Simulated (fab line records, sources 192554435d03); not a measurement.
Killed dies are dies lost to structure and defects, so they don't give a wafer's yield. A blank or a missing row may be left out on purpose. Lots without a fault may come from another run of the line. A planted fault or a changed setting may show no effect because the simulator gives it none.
fab line records | flow n5_finfet
record lots=10 wafers=28 last_day=17
route steps=1938 shown BEOL_M1@753 BEOL_M4@1111 PASSIVATION@1936
lots that met no fault: from a run of the same line without faults
start_h: hours from the record's first day to the start of the lot's first wafer shown | wait_h: hours since the lot's step before | " the same as in the row above | L1.1+2: a row that stands for several wafers | - no value, or no start given | * or withheld: withheld | < > ~ a bound
route shown NAME@n: a module of which the file shows steps, and the number in the route of the first | usual: mean/standard deviation of fault-free wafers | same: alike in all rows | chamber/n: place in a boat | sites: the reading at each site | _std_site: their standard deviation | _edge_site: outer sites' mean less inner sites' | radius_mm: how far each site lies from the wafer's centre | mask NAME#n: copy n | behind: the tool/chamber that last shaped the wafer | hold: why the lot was held/for how many hours/how that ended | device: the transistor (n, p or np) that didn't switch | end of line: the same wafers' tests at the end of the route | a step without rows: its recipe alone | killed: dies lost to structure and defects at the first sort, not the wafer's yield | map: a wafer's dies, x killed, . not, _ none there
set.NAME: the setting as run; set.NAME@STEP: as run at that earlier step | model.NAME: the simulator's own value behind a step, which no gauge read
steps of the route over a sample of lots; a table a step, a row a wafer
services: from which hour (start_h, from the record's first day; less than 0 if before it) a tool's chamber was out of use, for how many hours, and why
## steps
# step N5_BEOL_M1_PECVD_72
# recipe material=SiO2 target_thk_a=160 temp_c=400 precursor=TEOS/O2 pressure_torr=5.5 rf_w=450 teos_flow_sccm=53.8 gas=O2 flow_sccm=3000 time_s=18
# usual heater_power_w=720/94 showerhead_plenum_p_Torr=8.76/0.073 throttle_valve_pct=22.0/0.6
# columns lot.wafer tool chamber start_h wait_h heater_power_w showerhead_plenum_p_Torr throttle_valve_pct
L524.2 pecvd-01 2 129.73 0.0 806 8.72 23.6
L524.5 " 2 " " 643 8.74 23.5
L524.6 " 0 " " 565 8.73 22.4
L526.4 pecvd-01 1 145.33 0.1 811 8.75 22.1
L526.5 " 2 " " 788 8.73 23.7
L526.6 " 0 " " 567 8.76 22.3
L528.1 pecvd-03 1 159.73 0.0 672 8.75 22.2
L528.2 " 0 " " 868 8.82 21.9
L528.6 " 0 " " 894 8.82 22.1
L531.2 pecvd-02 0 174.73 0.0 623 8.84 22.2
L531.5 " 1 " " 663 8.61 22.0
L531.6 " 0 " " 613 8.89 22.0
L532.3 pecvd-02 2 182.29 0.0 785 8.63 22.2
L532.4 " 1 " " 698 8.63 22.0
L532.5 " 2 " " 773 8.63 22.2
L533.2 pecvd-03 0 184.31 0.0 763 8.82 22.1
L533.4 " 2 " " 678 8.77 20.8
L533.6 " 1 " " 643 8.76 22.1
L534.2 pecvd-03 2 195.07 0.0 682 8.76 21.0
L534.4 " 2 " " 658 8.75 20.8
L534.6 " 0 " " 845 8.81 22.1
L540.3 pecvd-02 1 228.91 0.0 781 8.61 21.9
L540.4 " 2 " " 645 8.64 22.6
L541.3 pecvd-03 1 241.84 0.1 658 8.76 22.1
L541.4 " 2 " " 660 8.75 21.2
L545.4 pecvd-03 1 260.99 0.1 649 8.77 22.2
L545.5 " 0 " " 850 8.84 21.9
L545.6 " 2 " " 618 8.80 21.0
# step N5_BEOL_M1_HM_DEP_02
# recipe material=TiN target_thk_a=200 temp_c=25 chamber_pressure_pa=0.49996
# usual throttle_valve_pct=29.8/0.96
# columns lot.wafer tool chamber start_h wait_h throttle_valve_pct
L524.2 pvd_sputter-02 - 130.21 0.5 30.0
L524.5 " - " " 28.5
L524.6 " - " " 30.2
L526.4 pvd_sputter-01 - 146.12 0.8 30.2
L526.5 " - " " 30.0
L526.6 " - " " 31.5
L528.1 pvd_sputter-01 - 160.30 0.6 31.3
L528.2 " - " " 29.3
L528.6 " - " " 31.5
L531.2 pvd_sputter-03 - 176.13 1.4 30.1
L531.5 " - " " 30.2
L531.6 " - " " 30.3
L532.3 pvd_sputter-03 - 183.30 1.0 28.1
L532.4 " - " " 29.2
L532.5 " - " " 28.4
L533.2 pvd_sputter-01 - 184.49 0.2 30.0
L533.4 " - " " 29.6
L533.6 " - " " 30.3
L534.2 pvd_sputter-01 - 196.84 1.7 30.0
L534.4 " - " " 31.1
L534.6 " - " " 30.0
L540.3 pvd_sputter-02 - 231.88 3.0 28.5
L540.4 " - " " 30.8
L541.3 pvd_sputter-02 - 243.47 1.6 28.7
L541.4 " - " " 28.2
L545.4 pvd_sputter-02 - 261.51 0.5 28.1
L545.5 " - " " 30.2
L545.6 " - " " 28.8
# step N5_BEOL_M1_DESCUM_16
# recipe chemistry=O2 time_s=7 source_power_w=50 bias_power_w=20 pressure_mtorr=20 rf_frequency_hz=2.712e+07 temp_c=40 resist=CAR-EUV o2_flow_sccm=225
# usual bias_power_w=20.00/0.057 drypump_motor_current_A=5.6/0.37 oes_product_au=0.77/0.09 rf_vpp_V=242.9/1.5 showerhead_plenum_p_Torr=2.07/0.079 throttle_valve_pct=20.38/0.26
# columns lot.wafer tool chamber start_h wait_h bias_power_w drypump_motor_current_A oes_product_au rf_hours_counter_h rf_vpp_V showerhead_plenum_p_Torr throttle_valve_pct
L524.2 rie_diel-02 2 130.73 0.0 20.03 5.5 0.91 14 242.0 2.05 20.10
L524.5 " 2 " " 19.95 5.5 0.91 - 242.9 2.05 20.10
L524.6 " 1 " " 19.99 5.8 0.67 - 243.2 2.06 20.11
L526.4 rie_diel-03 2 146.67 0.0 20.18 5.1 0.72 210 245.0 2.14 20.41
L526.5 " 2 " " 20.06 5.1 0.71 - 244.1 2.14 20.41
L526.6 " 1 " " 19.96 5.0 0.73 - 241.1 2.00 20.48
L528.1 rie_diel-02 0 161.23 0.3 20.02 5.3 0.89 29 242.9 2.14 20.18
L528.2 " 1 " " 20.08 5.9 0.68 244 242.4 2.06 20.12
L528.6 " 2 " " 19.99 5.6 0.90 - 242.2 2.05 20.10
L531.2 rie_diel-05 2 176.77 0.0 20.01 5.3 0.68 230 244.2 2.17 21.05
L531.5 " 3 " " 19.99 5.8 0.73 - 241.5 1.97 20.43
L531.6 " 0 " " 19.98 5.5 0.74 - 241.9 2.01 20.63
L532.3 rie_diel-03 0 183.85 0.0 19.99 5.9 0.80 121 241.7 2.02 20.37
L532.4 " 2 " " 20.01 5.1 0.72 221 243.8 2.14 20.42
L532.5 " 2 " " 20.00 5.1 0.72 - 242.8 2.14 20.42
L533.2 rie_diel-05 3 185.34 0.4 20.01 5.7 0.74 179 241.7 1.97 20.43
L533.4 " 0 " " 19.92 5.4 0.74 - 242.7 2.01 20.64
L533.6 " 2 " " 19.94 5.3 0.68 - 243.5 2.17 21.06
L534.2 rie_diel-03 2 197.62 0.3 20.08 5.1 0.71 226 244.1 2.14 20.43
L534.4 " 3 " " 20.00 5.4 0.75 145 244.8 2.10 20.18
L534.6 " 2 " " 19.94 5.1 0.72 - 242.5 2.14 20.42
L540.3 rie_diel-03 3 232.64 0.1 19.94 5.4 0.74 156 242.5 2.10 20.19
L540.4 " 1 " " 19.98 5.0 0.71 212 241.9 1.99 20.51
L541.3 rie_diel-02 3 244.18 0.2 20.07 6.2 0.95 5 246.0 2.25 20.50
L541.4 " 1 " " 20.01 5.9 0.93 - 242.3 2.05 19.81
L545.4 rie_diel-02 2 262.45 0.3 19.96 5.6 0.85 49 242.0 2.04 20.14
L545.5 " 1 " " 19.97 5.8 0.91 - 242.4 2.05 19.81
L545.6 " 2 " " 20.00 5.5 0.85 - 242.7 2.04 20.17
# step N5_BEOL_M1_COAT_76
# recipe resist=underlayer temp_c=205 time_s=60 spin_rpm=1500 resist_thk_nm=5
# usual heater_power_total_W=391.9/1.3 resist_line_temp_C=22.99/0.1 run_length_s=66.30/0.1
# columns lot.wafer tool chamber start_h wait_h heater_power_total_W resist_line_temp_C run_length_s
L524.2 litho_track-02 0 131.20 - 392.2 23.09 66.29
L524.5 " 0 " " 392.6 22.92 66.25
L524.6 " 0 " " 389.7 23.15 66.29
L526.4 litho_track-02 0 147.29 - 392.6 23.04 66.36
L526.5 " 0 " " 394.0 22.81 66.26
L526.6 " 0 " " 389.5 22.92 66.21
L528.1 litho_track-05 0 162.02 - 389.9 22.97 66.13
L528.2 " 0 " " 391.7 22.99 66.39
L528.6 " 0 " " 393.2 23.12 66.32
L531.2 litho_track-02 0 177.24 - 393.0 23.04 66.35
L531.5 " 0 " " 390.9 23.13 66.33
L531.6 " 0 " " 392.1 22.97 66.22
L532.3 litho_track-01 0 184.48 - 392.6 22.91 66.49
L532.4 " 0 " " 391.1 22.88 66.19
L532.5 " 0 " " 391.2 22.94 66.30
L533.2 litho_track-01 0 185.93 - 391.7 23.06 66.20
L533.4 " 0 " " 393.7 22.97 66.13
L533.6 " 0 " " 390.1 22.93 66.23
L534.2 litho_track-02 0 198.11 - 393.1 22.77 66.32
L534.4 " 0 " " 390.9 22.87 66.19
L534.6 " 0 " " 393.9 22.94 66.45
L540.3 litho_track-01 0 233.11 - 469.3 22.95 50.98
L540.4 " 0 " " 393.2 23.13 66.26
L541.3 litho_track-01 0 244.73 - 468.8 22.90 51.10
L541.4 " 0 " " 392.6 23.08 66.35
L545.4 litho_track-02 0 262.94 - 393.9 22.81 66.43
L545.5 " 0 " " 392.3 23.00 66.18
L545.6 " 0 " " 394.0 22.86 66.51
# step N5_BEOL_M4_RC_MEAS_101
# usual DIBL_N=36.6/1.8 DIBL_P=37.1/2.1 IOFF_N=0.17/0.033 IOFF_P=0.23/0.039 ION_N=681/13 ION_P=467/8.7 SS_N=71.6/0.59 SS_P=73.4/0.63 VT_N=249/3.4 VT_P=-249/3.7
# columns lot.wafer tool chamber start_h wait_h DIBL_N[mV/V] DIBL_P[mV/V] IOFF_N[nA/um] IOFF_P[nA/um] ION_N[uA/um] ION_P[uA/um] SS_N[mV/dec] SS_P[mV/dec] VT_N[mV] VT_P[mV]
L524.2 prober-01 0 184.07 0.2 38.0 40.2 0.19 0.25 693 471 71.1 73.5 245 -248
L524.5 " 0 " " 38.2 38.5 0.18 0.21 672 456 71.4 72.3 249 -251
L524.6 " 0 " " 38.5 40.0 0.18 0.24 686 468 71.2 73.1 249 -248
L526.4 prober-01 0 188.52 0.9 35.7 34.3 0.13 0.18 659 458 71.4 73.7 254 -255
L526.5 " 0 " " 39.7 39.0 0.20 0.24 683 468 72.0 74.4 248 -250
L526.6 " 0 " " 36.5 35.1 0.15 0.18 682 461 71.5 73.4 248 -254
L528.1 prober-02 0 215.87 0.0 37.5 38.9 0.18 0.21 692 469 71.5 73.4 248 -253
L528.2 " 0 " " 37.0 38.5 0.18 0.22 690 468 71.0 73.3 248 -251
L528.6 " 0 " " 37.9 38.8 0.18 0.21 673 455 71.7 73.7 253 -254
L531.2 prober-02 0 220.59 0.2 39.0 41.3 0.22 0.27 684 464 72.2 73.6 246 -247
L531.5 " 0 " " 38.1 40.6 0.20 0.27 695 481 72.2 73.1 247 -246
L531.6 " 0 " " 36.4 38.9 0.15 0.22 670 471 71.5 72.7 250 -248
L532.3 prober-01 0 222.71 0.3 33.9 32.8 0.12 0.17 677 463 70.6 72.5 252 -254
L532.4 " 0 " " 36.8 36.9 0.17 0.23 691 473 71.5 73.4 247 -251
L532.5 " 0 " " 38.0 37.0 0.19 0.23 675 457 72.1 73.6 248 -248
L533.2 prober-02 0 224.17 0.2 35.0 36.9 0.19 0.24 702 475 71.3 74.0 242 -244
L533.4 " 0 " " 35.6 37.5 0.17 0.25 679 473 71.4 73.4 247 -245
L533.6 " 0 " " 38.1 40.6 0.24 0.33 701 479 72.0 74.9 240 -242
L534.2 prober-02 0 244.53 0.2 32.8 33.6 0.11 0.20 665 464 71.2 73.2 254 -248
L534.4 " 0 " " 36.2 38.0 0.18 0.28 690 478 71.0 74.2 245 -245
L534.6 " 0 " " 34.1 34.3 0.13 0.20 672 463 70.5 72.9 254 -246
L540.3 prober-01 0 286.00 0.3 38.7 36.7 0.17 0.24 688 470 71.3 73.5 252 -248
L540.4 " 0 " " 42.3 40.7 0.27 0.31 699 473 72.5 74.0 245 -246
L541.3 prober-02 0 287.67 0.3 35.8 35.6 0.14 0.21 657 452 71.6 73.3 253 -250
L541.4 " 0 " " 37.9 38.8 0.19 0.26 673 462 72.6 74.4 247 -247
L545.4 prober-01 0 300.35 0.5 37.6 36.1 0.19 0.23 680 465 71.9 73.3 248 -248
L545.5 " 0 " " 35.7 34.1 0.15 0.19 683 460 71.6 72.8 249 -250
L545.6 " 0 " " 35.8 33.4 0.14 0.19 659 454 71.4 72.7 251 -250
# step N5_PASSIVATION_PROBE_49
# usual defect_limited_yield=91.1/1.4 killed_at_M0_to_M3=32/9.4 killed_at_M4_up=14/5.1 killed_at_contacts=11/5.5 killed_at_front_end=44/13 killed_at_other=4/3.2 killed_dies=104/16 killed_open=70/12 killed_short=33/7.8 sort_bin_5_function=5.1/0.91 sort_bin_6_memory=3.4/0.63 sort_n_pass=1075/16 sort_yield_pct=91.2/1.4
# same gross_dies=1180 killed_at_back_side=0 sort_bin_4_leakage[%]=0 sort_bin_8_speed[%]=0
# columns lot.wafer tool chamber start_h wait_h defect_limited_yield[%] killed_at_M0_to_M3 killed_at_M4_up killed_at_contacts killed_at_front_end killed_at_other killed_dies killed_open killed_short sort_bin_5_function[%] sort_bin_6_memory[%] sort_n_pass sort_yield_pct[%]
L526.4 prober-01 - 293.70 0.2 92.9 23 10 13 35 3 84 53 30 3.7 3.1 1096 92.9
L526.5 prober-01 - 293.75 0.2 92.7 31 5 9 38 3 86 65 21 4.2 3.0 1094 92.7
L526.6 prober-01 - 293.80 0.3 91.5 38 8 13 38 3 100 68 31 4.9 3.1 1080 91.5
L532.3 prober-02 - 331.82 0.1 92.2 49 9 4 29 1 92 66 23 4.5 3.1 1088 92.2
L532.4 prober-02 - 331.87 0.2 92.2 49 8 5 26 4 92 62 28 4.6 2.8 1088 92.2
L532.5 prober-02 - 331.92 0.2 90.5 48 10 4 47 3 112 78 34 5.3 3.6 1068 90.5
L531.2 prober-01 - 332.08 0.1 88.2 26 22 8 77 6 139 97 40 7.1 4.3 1041 88.2
L531.5 prober-01 - 332.23 0.2 87.7 28 21 16 77 3 145 100 44 8.3 3.7 1035 87.7
L531.6 prober-01 - 332.28 0.3 88.1 32 11 9 83 5 140 101 38 7.3 4.2 1040 88.1
L533.2 prober-02 - 333.74 0.1 91.6 21 15 18 38 7 99 67 31 5.0 3.1 1081 91.6
L533.4 prober-02 - 333.84 0.2 91.9 22 11 19 40 3 95 68 27 4.1 3.9 1085 91.9
L533.6 prober-02 - 333.94 0.3 92.4 19 16 18 28 9 90 54 34 4.0 3.4 1090 92.4
L541.3 prober-01 - 396.40 0.1 86.9 24 14 9 96 11 154 100 43 6.4 5.1 1026 86.9
# killed by level:class
L526.4 BEOL_M3:geometric_particle:open=10 MOL_CONTACT_COAG:geometric_particle:open=8 STI_FIN_REVEAL:geometric_particle:open=7 DUMMY_GATE:geometric_particle:open=6 BEOL_M2:geometric_particle:open=6 FIN_SAQP:geometric_particle:open=5 MOL_CONTACT_COAG:geometric_particle:short=5 FIN_SAQP:geometric_particle:short=4
L526.5 BEOL_M3:geometric_particle:open=14 STI_FIN_REVEAL:geometric_particle:open=12 MOL_CONTACT_COAG:geometric_particle:open=9 FIN_SAQP:geometric_particle:open=5 GATE_CUT:geometric_particle:open=5 BEOL_M3:geometric_particle:short=5 BEOL_M0_SAQP:geometric_particle:open=4 SPACER0:geometric_particle:short=3
L526.6 MOL_CONTACT_COAG:geometric_particle:open=11 STI_FIN_REVEAL:geometric_particle:open=10 FIN_SAQP:geometric_particle:open=8 BEOL_M0_SAQP:geometric_particle:short=8 BEOL_M3:geometric_particle:open=8 BEOL_M0_SAQP:geometric_particle:open=5 BEOL_M1:geometric_particle:open=5 BEOL_M4:geometric_particle:open=5
L532.3 BEOL_M3:geometric_particle:open=13 BEOL_M1:geometric_particle:open=11 BEOL_M0_SAQP:geometric_particle:open=10 BEOL_M0_SAQP:geometric_particle:short=8 FIN_SAQP:geometric_particle:short=6 FIN_SAQP:geometric_particle:open=6 STI_FIN_REVEAL:geometric_particle:open=5 MOL_CONTACT_COAG:geometric_particle:open=4
L532.4 BEOL_M1:geometric_particle:open=12 BEOL_M3:geometric_particle:open=9 BEOL_M0_SAQP:geometric_particle:open=8 STI_FIN_REVEAL:geometric_particle:open=5 BEOL_M0_SAQP:geometric_particle:short=5 MOL_CONTACT_COAG:geometric_particle:open=4 BEOL_M0:geometric_particle:open=4 BEOL_M2:geometric_particle:open=4
L532.5 STI_FIN_REVEAL:geometric_particle:open=17 BEOL_M1:geometric_particle:open=13 FIN_SAQP:geometric_particle:short=9 BEOL_M0_SAQP:geometric_particle:open=7 BEOL_M2:geometric_particle:open=7 BEOL_M3:geometric_particle:open=7 BEOL_M0_SAQP:geometric_particle:short=5 BEOL_M4:geometric_particle:open=5
L531.2 STI_FIN_REVEAL:geometric_particle:open=21 FIN_SAQP:geometric_particle:open=18 BEOL_M4:geometric_particle:open=14 FIN_SAQP:geometric_particle:short=8 BEOL_M1:geometric_particle:open=7 MOL_CONTACT_COAG:geometric_particle:open=5 GATE_CUT:geometric_particle:short=5 BEOL_M0_SAQP:geometric_particle:open=5
L531.5 FIN_SAQP:geometric_particle:open=15 STI_FIN_REVEAL:geometric_particle:open=13 FIN_SAQP:geometric_particle:short=12 MOL_CONTACT_COAG:geometric_particle:open=12 DUMMY_GATE:geometric_particle:open=8 BEOL_M4:geometric_particle:open=8 BEOL_M1:geometric_particle:open=7 BEOL_M0_SAQP:geometric_particle:open=6
L531.6 FIN_SAQP:geometric_particle:open=26 STI_FIN_REVEAL:geometric_particle:open=13 BEOL_M1:geometric_particle:open=8 BEOL_M0_SAQP:geometric_particle:open=8 DUMMY_GATE:geometric_particle:open=7 MOL_CONTACT_COAG:geometric_particle:open=7 BEOL_M4:geometric_particle:open=6 GATE_CUT:geometric_particle:short=5
L533.2 MOL_CONTACT_COAG:geometric_particle:open=14 BEOL_M2:geometric_particle:open=7 GATE_CUT:geometric_particle:open=7 STI_FIN_REVEAL:geometric_particle:open=6 FIN_SAQP:geometric_particle:short=5 ILD0:geometric_particle:short=5 BEOL_M3:geometric_particle:open=5 MOL_CONTACT_COAG:geometric_particle:short=4
L533.4 MOL_CONTACT_COAG:geometric_particle:open=15 STI_FIN_REVEAL:geometric_particle:open=12 FIN_SAQP:geometric_particle:open=6 BEOL_M2:geometric_particle:open=6 ILD0:geometric_particle:open=5 BEOL_M1:geometric_particle:open=5 STI_FIN_REVEAL:geometric_particle:short=4 GATE_CUT:geometric_particle:short=4
L533.6 MOL_CONTACT_COAG:geometric_particle:open=14 BEOL_M2:geometric_particle:open=7 BEOL_M4:geometric_particle:open=5 BEOL_M6:geometric_particle:open=5 MIM_TOP_ETCH:geometric_particle:open=4 MOL_CONTACT_COAG:geometric_particle:short=4 BEOL_M0:geometric_particle:open=4 BEOL_M5:geometric_particle:short=4
L541.3 FIN_SAQP:geometric_particle:open=27 STI_FIN_REVEAL:geometric_particle:open=22 FIN_SAQP:geometric_particle:short=17 HKMG_FIN:area_etch=11 BEOL_M3:geometric_particle:open=9 BEOL_M2:geometric_particle:open=8 GATE_CUT:geometric_particle:short=8 MOL_CONTACT_COAG:geometric_particle:open=7
## services
# columns tool chamber start_h hours kind
pvd_sputter-02 - 107.50 6.2 repair
rie_diel-03 2 110.10 2.5 repair
pvd_sputter-03 - 113.78 3.1 repair
rie_diel-03 2 125.63 4.1 repair
pecvd-02 - 144.81 4.3 pm
rie_diel-02 1 146.26 4.1 repair
pecvd-02 - 151.90 3.1 repair
pecvd-02 1 155.82 4.2 repair
pecvd-02 2 159.37 19.2 repair
pecvd-01 0 166.16 5.5 scheduled_down
rie_diel-05 1 177.00 - clean
rie_diel-05 1 177.00 - consumable_replace:focus_ring
rie_diel-02 1 180.96 - clean
rie_diel-02 1 180.96 - consumable_replace:focus_ring
rie_diel-02 1 180.96 15.2 scheduled_down
rie_diel-02 1 180.96 15.2 vent_cycle
rie_diel-02 3 207.76 - clean
rie_diel-02 3 207.76 - consumable_replace:focus_ring
rie_diel-02 3 207.76 - consumable_replace:showerhead
rie_diel-02 2 216.74 15.8 repair
pecvd-03 1 222.66 16.7 repair
pvd_sputter-03 - 233.49 3.4 repair
rie_diel-02 2 241.45 6.8 repair
rie_diel-03 3 260.48 12.1 repair
## key
first_sign step=N5_BEOL_M1_COAT_76 reading=run_length_s direction=down sigmas=99+ usual=* struck=*
effect step=N5_BEOL_M1_COAT_76 reading=heater_power_total_W direction=up sigmas=58 usual=* struck=*
met_at N5_BEOL_M1_COAT_76
struck_lots L540,L541
struck_wafers L540.3,L541.3
baseline_loss step=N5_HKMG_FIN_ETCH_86 wafers=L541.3
not_acting_at N5_BEOL_M1_PECVD_72,N5_BEOL_M1_HM_DEP_02,N5_BEOL_M1_DESCUM_16
onset_between 185.93 233.11
fault kind=process_parameter_drift tool=litho_track-01 chamber=- onset_h=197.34 steps=N5_BEOL_M1_COAT_76 channel=time_s offset=* shape=step end_h=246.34 scope=struck_wafers_only acts_in=* stated=*
# baseline_loss: these wafers lose ten dies or more at that step, a loss of the line's own and not of a fault; the sort's usual values leave them out
